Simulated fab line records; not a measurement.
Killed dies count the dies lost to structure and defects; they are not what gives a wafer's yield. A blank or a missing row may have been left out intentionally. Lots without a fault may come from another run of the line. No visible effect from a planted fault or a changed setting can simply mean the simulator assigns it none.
The tool behind it: which one? + flow nandHarc + 24 lots, 72 wafers sampled, at 6 steps of a route of 1302

## WHAT EACH GAUGE READ, for each wafer
NHARC_A_CONTACT_OVL_MEAS_09. Usual: overlayXNm -0.1 nm, standard deviation 0.89; overlayYNm 0.0 nm, standard deviation 0.79.
| lot  | measured     | on         | overlayXNm (nm) | overlayYNm (nm) | flag |
|------|--------------|------------|-----------------|-----------------|------|
| L075 | day 22 15:37 | overlay-02 | -0.5 -0.2 0.0   | 0.3 0.4 0.0     |      |
| L074 | day 22 23:38 | overlay-02 | -0.4 -0.5 -0.6  | 0.2 0.5 0.4     |      |
| L076 | day 23 12:52 | overlay-02 | -0.1 0.0 -0.1   | -1.6 -0.9 -1.0  |      |
| L077 | day 23 22:06 | overlay-01 | 1.6 1.1 1.3     | 1.0 1.0 1.1     |      |
| L078 | day 24 06:29 | overlay-02 | -1.4 -1.2 -1.2  | -0.8 -0.9 -0.6  |      |
| L080 | day 24 19:44 | overlay-01 | 0.8 1.2 0.8     | -0.9 -0.3 -0.6  |      |
| L079 | day 24 22:47 | overlay-01 | 0.1 -0.4 0.6    | -0.2 0.1 0.2    |      |
| L081 | day 25 06:37 | overlay-02 | 0.0 0.2 0.3     | 1.2 0.9 1.1     |      |
| L082 | day 25 23:24 | overlay-01 | -0.5 -1.8 -1.7  | -1.0 -0.9 -0.8  |      |
| L086 | day 26 13:24 | overlay-01 | -0.8 -0.2 -0.3  | -0.8 0.0 -0.1   |      |
| L083 | day 26 16:08 | overlay-02 | 0.1 -0.5 0.7    | -1.0 -0.5 -0.9  |      |
| L084 | day 27 05:17 | overlay-02 | -1.6 -2.2 -2.1  | 0.8 0.8 1.1     |      |
| L085 | day 27 11:20 | overlay-02 | 1.0 0.9 1.0     | 0.2 -0.5 0.0    |      |
| L087 | day 28 00:28 | overlay-01 | -1.5 -0.2 -0.5  | -0.3 0.6 0.4    |      |
| L089 | day 28 06:15 | overlay-01 | 1.1 1.0 0.6     | 1.0 1.5 1.1     |      |
| L088 | day 28 15:00 | overlay-01 | 1.3 1.6 1.0     | 0.1 0.0 -0.2    |      |
| L090 | day 28 19:36 | overlay-01 | 0.5 0.1 0.6     | -1.6 -1.6 -1.4  |      |
| L092 | day 29 13:10 | overlay-02 | -1.3 -1.5 -1.1  | 0.0 0.3 0.4     |      |
| L091 | day 29 16:39 | overlay-01 | 0.3 0.6 0.6     | -0.5 -0.1 -0.6  |      |
| L093 | day 29 22:47 | overlay-01 | -0.6 -0.2 -0.3  | 1.1 1.2 1.1     |      |
| L094 | day 30 14:14 | overlay-01 | -0.6 -0.3 0.0   | 0.8 0.9 0.7     |      |
| L095 | day 30 16:30 | overlay-02 | 0.5 0.6 0.3     | 0.6 0.3 0.6     |      |
| L096 | day 31 05:55 | overlay-01 | -1.2 -1.3 -1.2  | 0.3 0.2 0.3     |      |
| L097 | day 32 15:09 | overlay-02 | -0.4 0.3 0.0    | -0.6 0.1 -0.2   |      |

NHARC_A_BLC_INSPECT_12. Usual: 88 for rawDefectCount, sd 37.
| lot  | measured     | on               | rawDefectCount | flag |
|------|--------------|------------------|----------------|------|
| L075 | day 22 21:56 | defectInspect-01 | 110 121 128    |      |
| L074 | day 23 06:53 | defectInspect-01 | 28 20 22       |      |
| L076 | day 23 20:17 | defectInspect-02 | 122 131 107    |      |
| L077 | day 24 05:20 | defectInspect-01 | 70 69 77       |      |
| L078 | day 24 12:49 | defectInspect-01 | 69 71 66       |      |
| L080 | day 25 02:14 | defectInspect-02 | 76 75 51       |      |
| L079 | day 25 05:10 | defectInspect-01 | 124 118 138    |      |
| L081 | day 25 13:45 | defectInspect-02 | 172 148 151    |      |
| L082 | day 26 05:58 | defectInspect-01 | 24 30 40       |      |
| L086 | day 26 22:18 | defectInspect-01 | 44 38 41       |      |
| L083 | day 27 01:01 | defectInspect-02 | 132 111 113    |      |
| L084 | day 27 11:43 | defectInspect-02 | 69 78 63       |      |
| L085 | day 27 18:15 | defectInspect-02 | 124 105 119    |      |
| L087 | day 28 06:46 | defectInspect-02 | 94 104 95      |      |
| L089 | day 28 12:50 | defectInspect-02 | 80 63 77       |      |
| L088 | day 29 00:46 | defectInspect-02 | 105 107 111    |      |
| L090 | day 29 02:42 | defectInspect-02 | 138 134 149    |      |
| L092 | day 29 19:33 | defectInspect-01 | 127 106 118    |      |
| L091 | day 29 22:59 | defectInspect-02 | 59 54 75       |      |
| L093 | day 30 05:02 | defectInspect-01 | 73 83 82       |      |
| L094 | day 30 20:50 | defectInspect-02 | 60 74 60       |      |
| L095 | day 30 22:43 | defectInspect-02 | 93 89 86       |      |
| L096 | day 31 12:46 | defectInspect-01 | 135 128 127    |      |
| L097 | day 32 21:25 | defectInspect-02 | 23 32 15       |      |

NHARC_A_M0_CD_MEAS_09: target cd 80 nm. Usual: 80.2 nm for cdNm, sd 0.59.
| lot  | measured     | on       | cdNm (nm)      | flag |
|------|--------------|----------|----------------|------|
| L075 | day 23 02:01 | cdSem-01 | 80.5 80.4 80.0 |      |
| L074 | day 23 10:40 | cdSem-02 | 79.6 80.2 80.6 |      |
| L076 | day 24 00:11 | cdSem-02 | 81.4 81.0 80.7 |      |
| L077 | day 24 09:15 | cdSem-02 | 80.6 80.7 79.9 |      |
| L078 | day 24 16:44 | cdSem-01 | 78.8 79.9 80.0 |      |
| L080 | day 25 06:01 | cdSem-02 | 78.5 80.8 80.6 |      |
| L079 | day 25 09:01 | cdSem-01 | 79.9 80.1 79.3 |      |
| L081 | day 25 17:58 | cdSem-03 | 81.0 80.2 80.3 |      |
| L082 | day 26 09:47 | cdSem-01 | 80.9 81.1 80.6 |      |
| L086 | day 27 02:19 | cdSem-02 | 81.2 80.3 80.1 |      |
| L083 | day 27 04:54 | cdSem-02 | 80.1 80.6 80.2 |      |
| L084 | day 27 15:29 | cdSem-02 | 79.4 80.8 80.3 |      |
| L085 | day 27 22:17 | cdSem-01 | 79.5 79.2 80.3 |      |
| L087 | day 28 10:40 | cdSem-03 | 80.1 80.0 80.3 |      |
| L089 | day 28 16:43 | cdSem-03 | 81.2 80.5 80.6 |      |
| L088 | day 29 04:32 | cdSem-01 | 80.1 80.9 80.5 |      |
| L090 | day 29 06:29 | cdSem-01 | 79.7 79.9 80.1 |      |
| L092 | day 29 23:47 | cdSem-01 | 80.9 80.1 80.2 |      |
| L091 | day 30 02:53 | cdSem-01 | 80.1 80.6 80.4 |      |
| L093 | day 30 09:07 | cdSem-03 | 80.2 80.8 80.6 |      |
| L094 | day 31 00:38 | cdSem-01 | 80.1 80.2 80.1 |      |
| L095 | day 31 02:33 | cdSem-02 | 79.0 79.8 79.8 |      |
| L096 | day 31 16:41 | cdSem-03 | 79.0 79.4 79.5 |      |
| L097 | day 33 01:21 | cdSem-03 | 80.0 80.6 80.3 |      |

## WHAT TOOL EACH LOT RAN ON (gives the tool, then ch and the chambers of the sampled wafers, and finally the start)
| lot  | NHARC_A_CONTACT_ETCH_89                      | NHARC_A_CONTACT_ALD_18             | NHARC_A_CONTACT_CVD_19                  |
|------|----------------------------------------------|------------------------------------|-----------------------------------------|
| L075 | rieDiel-04 ch 0,1,3, day 22 19:52 or earlier | aldMetal-01 ch 0,2, day 22 19:52   | cvdW-01 ch 0,1, day 22 21:56 or earlier |
| L074 | rieDiel-07 ch 1,2, day 23 04:44 or earlier   | aldMetal-02 ch 1,2, day 23 04:44   | cvdW-01 ch 0,1, day 23 06:53 or earlier |
| L076 | rieDiel-07 ch 0,3, day 23 18:18 or earlier   | aldMetal-04 ch 0,1, day 23 18:18   | cvdW-02 ch 0,1, day 23 20:17 or earlier |
| L077 | rieDiel-04 ch 2,3, day 24 03:11 or earlier   | aldMetal-04 ch 1,3, day 24 03:11   | cvdW-02 ch 1, day 24 05:20 or earlier   |
| L078 | rieDiel-07 ch 0,1, day 24 10:44 or earlier   | aldMetal-01 ch 0,1,3, day 24 10:44 | cvdW-01 ch 0,1, day 24 12:49 or earlier |
| L080 | rieDiel-07 ch 1,3, day 25 00:07 or earlier   | aldMetal-02 ch 1,2, day 25 00:07   | cvdW-01 ch 0,1, day 25 02:14 or earlier |
| L079 | rieDiel-04 ch 0,1,2, day 25 03:04 or earlier | aldMetal-04 ch 0,2,3, day 25 03:04 | cvdW-01 ch 0,1, day 25 05:10 or earlier |
| L081 | rieDiel-07 ch 0,2,3, day 25 11:02 or earlier | aldMetal-02 ch 1,2,3, day 25 11:02 | cvdW-02 ch 1, day 25 13:45 or earlier   |
| L082 | rieDiel-07 ch 0,2,3, day 26 03:57 or earlier | aldMetal-01 ch 0,1,2, day 26 03:57 | cvdW-01 ch 0,1, day 26 05:58 or earlier |
| L086 | rieDiel-07 ch 0,3, day 26 13:50              | aldMetal-04 ch 1,2, day 26 20:10   | cvdW-01 ch 0,1, day 26 22:18 or earlier |
| L083 | rieDiel-07 ch 0,3, day 26 17:41              | aldMetal-02 ch 0,2,3, day 26 22:56 | cvdW-01 ch 0,1, day 27 01:01 or earlier |
| L084 | rieDiel-11 ch 2,3, day 27 09:44 or earlier   | aldMetal-04 ch 0,1,3, day 27 09:44 | cvdW-01 ch 0,1, day 27 11:43 or earlier |
| L085 | rieDiel-11 ch 0,1,2, day 27 16:14 or earlier | aldMetal-04 ch 1,3, day 27 16:14   | cvdW-01 ch 0,1, day 27 18:15 or earlier |
| L087 | rieDiel-07 ch 1,2,3, day 28 04:44 or earlier | aldMetal-02 ch 0,1,3, day 28 04:44 | cvdW-01 ch 0,1, day 28 06:46 or earlier |
| L089 | rieDiel-11 ch 0,2, day 28 10:43 or earlier   | aldMetal-02 ch 2,3, day 28 10:43   | cvdW-01 ch 0,1, day 28 12:50 or earlier |
| L088 | rieDiel-07 ch 0,1, day 28 22:38 or earlier   | aldMetal-02 ch 0,1,3, day 28 22:38 | cvdW-02 ch 0,1, day 29 00:46 or earlier |
| L090 | rieDiel-11 ch 0,1,2, day 29 00:36 or earlier | aldMetal-04 ch 0,2,3, day 29 00:36 | cvdW-01 ch 0,1, day 29 02:42 or earlier |
| L092 | rieDiel-07 ch 0,1,3, day 29 17:28 or earlier | aldMetal-02 ch 1,2,3, day 29 17:28 | cvdW-02 ch 0,1, day 29 19:33 or earlier |
| L091 | rieDiel-07 ch 1,2,3, day 29 20:59 or earlier | aldMetal-04 ch 0,1,3, day 29 20:59 | cvdW-01 ch 0,1, day 29 22:59 or earlier |
| L093 | rieDiel-04 ch 0,2, day 30 03:05 or earlier   | aldMetal-02 ch 0,2,3, day 30 03:05 | cvdW-02 ch 0,1, day 30 05:02 or earlier |
| L094 | rieDiel-04 ch 1,2,3, day 30 18:43 or earlier | aldMetal-01 ch 1,2,3, day 30 18:43 | cvdW-01 ch 1, day 30 20:50 or earlier   |
| L095 | rieDiel-07 ch 0,2,3, day 30 20:44 or earlier | aldMetal-04 ch 0,1,3, day 30 20:44 | cvdW-02 ch 0,1, day 30 22:43 or earlier |
| L096 | rieDiel-07 ch 0,1,3, day 31 10:39 or earlier | aldMetal-02 ch 1,2,3, day 31 10:39 | cvdW-02 ch 0,1, day 31 12:46 or earlier |
| L097 | rieDiel-07 ch 1,2, day 32 19:25 or earlier   | aldMetal-01 ch 0,2,3, day 32 19:25 | cvdW-02 ch 0,1, day 32 21:25 or earlier |
- NHARC_A_CONTACT_ETCH_89: etches the open film in N2/H2, target depth 260 nm, time 475.3 s.
- NHARC_A_CONTACT_ALD_18: deposits TiN, target thk 3 nm, pulse time 1 s, ald cycles 150.
- NHARC_A_CONTACT_CVD_19: deposits W, target thk 300 nm, time 802 s.

## WHAT THE TOOLS THEMSELVES READ (means of the sampled wafers that have a number; where no wafer has one, the mark that the record gives instead)
NHARC_A_CONTACT_ETCH_89. Usual: biasW 150.0 W, standard deviation 0.45; drypumpMotorCurrentA 5.5 A, standard deviation 0.44; oesProductAu 0.997 a.u., standard deviation 0.013; rfVppV 431.7 V, standard deviation 2.4; showerheadPlenumPTorr 2.08 Torr, standard deviation 0.083; throttleValvePct 14.171 %, standard deviation 0.0095.
| lot  | tool       | biasW (W) | drypumpMotorCurrentA (A) | oesProductAu (a.u.) | rfVppV (V) | showerheadPlenumPTorr (Torr) | throttleValvePct (%) | flag |
|------|------------|-----------|--------------------------|---------------------|------------|------------------------------|----------------------|------|
| L075 | rieDiel-04 | 150.0     | 5.6                      | 1.001               | 431.9      | 2.09                         | 14.176               |      |
| L074 | rieDiel-07 | 150.0     | 5.6                      | 1.010               | 431.1      | 2.08                         | 14.170               |      |
| L076 | rieDiel-07 | 150.3     | 5.1                      | 1.005               | 431.4      | 2.06                         | 14.170               |      |
| L077 | rieDiel-04 | 149.8     | 5.3                      | 1.003               | 430.9      | 2.08                         | 14.162               |      |
| L078 | rieDiel-07 | 149.8     | 5.4                      | 0.991               | 433.0      | 2.13                         | 14.171               |      |
| L080 | rieDiel-07 | 150.5     | 5.8                      | 0.999               | 433.5      | 2.15                         | 14.170               |      |
| L079 | rieDiel-04 | 150.5     | 5.6                      | 0.992               | 432.4      | 2.13                         | 14.168               |      |
| L081 | rieDiel-07 | 150.6     | 5.4                      | 0.998               | 430.8      | 2.05                         | 14.173               |      |
| L082 | rieDiel-07 | 150.0     | 5.4                      | 0.994               | 431.2      | 2.05                         | 14.167               |      |
| L086 | rieDiel-07 | 150.1     | 5.6                      | 0.999               | 432.5      | 2.08                         | 14.180               |      |
| L083 | rieDiel-07 | 150.1     | 5.1                      | 0.995               | 431.3      | 2.05                         | 14.171               |      |
| L084 | rieDiel-11 | 149.9     | 5.5                      | 0.998               | 428.6      | 1.97                         | 14.177               |      |
| L085 | rieDiel-11 | 150.2     | 5.8                      | 1.005               | 430.3      | 2.03                         | 14.178               |      |
| L087 | rieDiel-07 | 149.7     | 5.7                      | 0.996               | 432.4      | 2.09                         | 14.168               |      |
| L089 | rieDiel-11 | 150.3     | 5.6                      | 0.992               | 432.9      | 2.11                         | 14.175               |      |
| L088 | rieDiel-07 | 149.7     | 5.0                      | 0.992               | 432.1      | 2.08                         | 14.168               |      |
| L090 | rieDiel-11 | 149.8     | 5.8                      | 1.003               | 430.6      | 2.03                         | 14.172               |      |
| L092 | rieDiel-07 | 149.6     | 5.4                      | 0.982               | 431.2      | 2.10                         | 14.171               |      |
| L091 | rieDiel-07 | 150.0     | 5.7                      | 0.995               | 431.9      | 2.09                         | 14.180               |      |
| L093 | rieDiel-04 | 150.1     | 5.5                      | 0.994               | 432.3      | 2.12                         | 14.167               |      |
| L094 | rieDiel-04 | 149.8     | 5.5                      | 0.989               | 432.5      | 2.11                         | 14.172               |      |
| L095 | rieDiel-07 | 150.2     | 5.4                      | 0.993               | 431.0      | 2.05                         | 14.173               |      |
| L096 | rieDiel-07 | 150.1     | 5.5                      | 0.995               | 432.5      | 2.10                         | 14.171               |      |
| L097 | rieDiel-07 | 150.1     | 5.7                      | 0.996               | 432.7      | 2.11                         | 14.176               |      |

NHARC_A_CONTACT_ALD_18. Usual: heaterPowerW 1067 W, standard deviation 83; precursorPulseHeightRel 1.000, standard deviation 0.02.
| lot  | tool        | heaterPowerW (W) | precursorPulseHeightRel | flag |
|------|-------------|------------------|-------------------------|------|
| L075 | aldMetal-01 | 979              | 1.024                   |      |
| L074 | aldMetal-02 | 1050             | 0.998                   |      |
| L076 | aldMetal-04 | 1020             | 0.993                   |      |
| L077 | aldMetal-04 | 1123             | 0.985                   |      |
| L078 | aldMetal-01 | 1127             | 1.003                   |      |
| L080 | aldMetal-02 | 1078             | 0.986                   |      |
| L079 | aldMetal-04 | 1074             | 0.979                   |      |
| L081 | aldMetal-02 | 1077             | 1.002                   |      |
| L082 | aldMetal-01 | 1038             | 1.009                   |      |
| L086 | aldMetal-04 | 970              | 0.996                   |      |
| L083 | aldMetal-02 | 1086             | 0.995                   |      |
| L084 | aldMetal-04 | 1089             | 0.985                   |      |
| L085 | aldMetal-04 | 1138             | 1.037                   |      |
| L087 | aldMetal-02 | 1068             | 1.008                   |      |
| L089 | aldMetal-02 | 1120             | 0.993                   |      |
| L088 | aldMetal-02 | 1077             | 0.988                   |      |
| L090 | aldMetal-04 | 1046             | 1.009                   |      |
| L092 | aldMetal-02 | 1084             | 1.005                   |      |
| L091 | aldMetal-04 | 1081             | 1.008                   |      |
| L093 | aldMetal-02 | 1092             | 0.994                   |      |
| L094 | aldMetal-01 | 1079             | 1.004                   |      |
| L095 | aldMetal-04 | 1067             | 0.981                   |      |
| L096 | aldMetal-02 | 1079             | 0.987                   |      |
| L097 | aldMetal-01 | 1068             | 0.994                   |      |

NHARC_A_CONTACT_CVD_19. Usual: heaterPowerW 460 W, standard deviation 55; throttleValvePct 7.90 %, standard deviation 0.25.
| lot  | tool    | heaterPowerW (W) | throttleValvePct (%) | flag |
|------|---------|------------------|----------------------|------|
| L075 | cvdW-01 | 486              | 7.87                 |      |
| L074 | cvdW-01 | 487              | 7.72                 |      |
| L076 | cvdW-02 | 405              | 8.21                 |      |
| L077 | cvdW-02 | 445              | 8.11                 |      |
| L078 | cvdW-01 | 508              | 7.84                 |      |
| L080 | cvdW-01 | 470              | 7.69                 |      |
| L079 | cvdW-01 | 478              | 7.57                 |      |
| L081 | cvdW-02 | 446              | 8.11                 |      |
| L082 | cvdW-01 | 510              | 7.85                 |      |
| L086 | cvdW-01 | 507              | 7.65                 |      |
| L083 | cvdW-01 | 507              | 7.91                 |      |
| L084 | cvdW-01 | 481              | 7.70                 |      |
| L085 | cvdW-01 | 482              | 7.84                 |      |
| L087 | cvdW-01 | 477              | 7.56                 |      |
| L089 | cvdW-01 | 480              | 7.90                 |      |
| L088 | cvdW-02 | 404              | 8.10                 |      |
| L090 | cvdW-01 | 510              | 7.67                 |      |
| L092 | cvdW-02 | 395              | 7.95                 |      |
| L091 | cvdW-01 | 486              | 7.95                 |      |
| L093 | cvdW-02 | 393              | 8.11                 |      |
| L094 | cvdW-01 | 541              | 7.95                 |      |
| L095 | cvdW-02 | 404              | 8.22                 |      |
| L096 | cvdW-02 | 401              | 8.06                 |      |
| L097 | cvdW-02 | 396              | 8.14                 |      |

## THE ANSWER, worked out from the rows above alone
Rule: lot off if the mean of its wafers having a number is beyond 3 standard deviations from the usual mean. A lot without any number at a reading at which 4 lots or more have one is off too. Where the step has rows for the other lots, those lots are counted as sound. The gauges are gone through in route order, then the tools' own readings, and for those a lot's mean is taken as printed above. The first step at which some lot is off is used, and at that step the reading that is off furthest; a lot without a number counts as furthest.
Across all readings shown, no lot is off: no conclusion can be drawn from this.

## WHAT WAS PUT IN BY THE SIMULATOR
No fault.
